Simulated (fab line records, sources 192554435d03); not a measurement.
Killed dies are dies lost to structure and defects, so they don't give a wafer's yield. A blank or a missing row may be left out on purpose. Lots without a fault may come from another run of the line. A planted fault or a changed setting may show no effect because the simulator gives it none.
A struck lot beside a sound one | flow n5_finfet | 14 steps out of a route of 1938
Sound: wafers L829.4, L829.5, L829.6. Struck: wafers L842.2, L842.3, L842.5. The cause comes at the end.
At each step with rows: each side's tool, then ch and its chambers, then its first start. Under that, the readings that differ: sound wafers | struck wafers | difference of the means | sigmas: that difference in standard deviations of wafers without a fault.
alike: readings whose means differ by less than 2 such deviations, and words and numbers that are the same on both sides. not compared: withheld readings, readings that some wafer has no value for, bounds like >300 that may hide the same value, and numbers for which the record gives no deviation and whose values overlap.
The two part at a step that has a row with sigmas, a row that says differs or no value, or rows on one side only. Numbers that don't overlap but have no deviation are shown without sigmas and don't part them. A reading that every wafer of one side lacks parts them only if that side has two wafers or more.

first, 7 steps without rows for these wafers: N5_WELL_APT_COAT_19 (resist thk 950 nm); N5_WELL_APT_EBR_21; N5_WELL_APT_SOFTBAKE_20 (time 60 s); N5_WELL_APT_EXPOSE_22 (exposes mask PWELL, defocus 0 nm, target cd 200 nm); N5_WELL_APT_PEB_23 (peb time 90 s); N5_WELL_APT_DEVELOP_24 (develop time 45 s); N5_WELL_APT_HARDBAKE_29 (time 120 s).
N5_WELL_APT_CD_MEAS_25: target cd 200 nm.
  sound on cd_sem-02 ch 0, day 2 21:15; struck on cd_sem-02 ch 0, day 6 02:47
  alike: cd_nm
N5_WELL_APT_OVL_MEAS_26:
  sound on overlay-01 ch 0, day 2 21:16; struck on overlay-01 ch 0, day 6 02:49
  alike: PWELL_OVL
N5_WELL_APT_INSPECT_27: inspects for defects (macro).
  sound on defect_inspect-01, day 2 21:18; struck on defect_inspect-01, day 6 02:50
  alike: raw_defect_count
N5_WELL_APT_DESCUM_30: chemistry O2, time 7.9 s.
  sound on rie_diel-05 ch 0,2,3, day 2 21:40; struck on rie_diel-04 ch 1,3, day 6 02:52
  reading            | sound             | struck            | difference | sigmas
  rf_fwd_power_W (W) | 49.86 49.76 49.91 | 49.60 49.30 49.34 | -0.43      | -2
  alike: chamber_pressure_mTorr, drypump_motor_current_A, oes_product_au, rf_vpp_V, showerhead_plenum_p_Torr, throttle_valve_pct
  not compared: rf_hours_counter_h
then, 1 step without rows for these wafers: N5_WELL_APT_IMPLANT_31.
N5_WELL_APT_IMPLANT_32:
  sound on implanter-01 ch 0, day 2 22:02; struck on implanter-02 ch 0, day 6 03:10
  reading                   | sound                | struck               | difference | sigmas
  beam_energy_keV           | 49.999 50.001 50.015 | 67.776 67.750 67.766 | +17.759    | +99 or more
  model.implant.rp_nm (nm)  | 37.82 37.82 37.82    | 51.5 51.5 51.5       | +13.7      |
  model.implant.drp_nm (nm) | 18.55 18.55 18.55    | 23.22 23.22 23.22    | +4.67      |
then, 1 step without rows for these wafers: N5_WELL_APT_STRIP_33 (strips in SPM, time 900 s).

WHERE THEY PART
First at N5_WELL_APT_DESCUM_30; last, within this record, at N5_WELL_APT_IMPLANT_32.

WHY: what the simulator had put in
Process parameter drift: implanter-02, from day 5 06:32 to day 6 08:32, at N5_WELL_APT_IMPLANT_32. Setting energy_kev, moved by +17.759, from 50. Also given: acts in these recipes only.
